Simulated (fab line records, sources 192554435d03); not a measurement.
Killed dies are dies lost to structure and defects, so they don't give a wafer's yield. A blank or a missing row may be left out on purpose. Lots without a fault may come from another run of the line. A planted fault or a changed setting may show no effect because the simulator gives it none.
A struck lot beside a sound one | flow n5_finfet | 15 steps out of a route of 1938
Sound: wafers L784.2, L784.4, L784.5. Struck: wafers L795.1, L795.3. The cause comes at the end.
At each step with rows: each side's tool, then ch and its chambers, then its first start. Under that, the readings that differ: sound wafers | struck wafers | difference of the means | sigmas: that difference in standard deviations of wafers without a fault.
alike: readings whose means differ by less than 2 such deviations, and words and numbers that are the same on both sides. not compared: withheld readings, readings that some wafer has no value for, bounds like >300 that may hide the same value, and numbers for which the record gives no deviation and whose values overlap.
The two part at a step that has a row with sigmas, a row that says differs or no value, or rows on one side only. Numbers that don't overlap but have no deviation are shown without sigmas and don't part them. A reading that every wafer of one side lacks parts them only if that side has two wafers or more.

N5_BEOL_M5_TRENCH_ETCH_37: etches SiCOH lowk in C4F6/O2, target depth 71.652 nm, time 24.7 s.
  sound on rie_diel-04 ch 0,1,2; struck on rie_diel-01 ch 0,3
  alike: drypump_motor_current_A, oes_product_au, rf_vpp_V, showerhead_plenum_p_Torr, throttle_valve_pct
  not compared: rf_hours_counter_h
N5_BEOL_M5_ETCH_41: etches SiCN in CH3F/O2, target depth 31.5 nm, time 56.7 s.
  sound on rie_diel-04 ch 0,1,2; struck on rie_diel-01 ch 0,3
  alike: drypump_motor_current_A, oes_product_au, rf_vpp_V, showerhead_plenum_p_Torr, throttle_valve_pct
  not compared: rf_hours_counter_h
N5_BEOL_M5_STRIP_91: strips in N2/H2, time 10 s.
  sound on rie_diel-04 ch 0,1,2; struck on rie_diel-01 ch 0,3
  alike: drypump_motor_current_A, oes_product_au, rf_vpp_V, showerhead_plenum_p_Torr, throttle_valve_pct
  not compared: rf_hours_counter_h
N5_BEOL_M5_OCD_MEAS_38:
  sound on ocd-02, day 9 09:03; struck on ocd-02, day 11 17:49
  alike: trench_depth_nm
then, 4 steps without rows for these wafers: N5_BEOL_M5_HM_STRIP_39 (strips TiN in peroxide tin strip, target depth 25 nm, time 158 s); N5_BEOL_M5_SRD_40 (time 30 s); N5_BEOL_M5_PRECLEAN_42 (cleans in residue remover, time 60 s); N5_BEOL_M5_SRD_43 (time 30 s).
N5_BEOL_M5_CD_MEAS_35: target cd 28 nm, target cd y 24 nm.
  sound on cd_sem-01, day 9 09:12; struck on cd_sem-03, day 11 17:58
  alike: cd_nm
then, 1 step without rows for these wafers: N5_BEOL_M5_CURE_80 (cures SiCOH lowk, time 120 s).
N5_BEOL_M5_DEGAS_44: time 60 s.
  sound on pvd_sputter-03, day 9 10:53; struck on pvd_sputter-02, day 11 18:20
  alike: heater_power_w
N5_BEOL_M5_PRE_CLEAN_45: time 30 s.
  sound on pvd_sputter-03, day 9 10:55; struck on pvd_sputter-02, day 11 18:23
  alike: heater_power_w
N5_BEOL_M5_ALD_86: deposits TaN, pulse time 2 s, purge time 3 s, co reactant purge time 2 s.
  sound on ald_metal-04 ch 0,1,3, day 9 11:02; struck on ald_metal-03 ch 2,3, day 11 18:37
  reading                      | sound       | struck        | difference | sigmas
  co_reactant_pulse_time_s (s) | 3 3 3       | 2.4418 2.4418 | -0.5582    |
  heater_power_outer_w (W)     | 249 224 250 | 212 187       | -42        | -2
  alike: heater_power_w
then, 1 step without rows for these wafers: N5_BEOL_M5_SURFACE_TREAT_87.
-- the record jumps here: 4 days lie between the struck wafers' starts before and after (it left off in module BEOL_M5 and takes up again in module PASSIVATION, whose first step shown is number 1936 of the route) --
N5_PASSIVATION_PROBE_49:
  sound on prober-02, day 13 14:13; struck on prober-01, day 15 21:35
  reading             | sound    | struck | difference | sigmas
  killed_at_contacts  | 11 5 10  | 25     | +16        | +3
  killed_at_front_end | 33 69 51 | 27     | -24        | -2
  alike: defect_limited_yield, killed_at_M0_to_M3, killed_at_M4_up, killed_at_other, killed_dies, killed_on_rim, killed_open, killed_short, sort_bin_5_function, sort_bin_6_memory, sort_n_pass, sort_yield_pct

WHERE THEY PART
First at N5_BEOL_M5_ALD_86; last, within this record, at N5_PASSIVATION_PROBE_49.

WHY: what the simulator had put in
Process parameter drift: ald_metal-03, from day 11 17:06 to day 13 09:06, at N5_BEOL_M5_ALD_86. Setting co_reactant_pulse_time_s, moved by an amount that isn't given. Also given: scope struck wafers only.
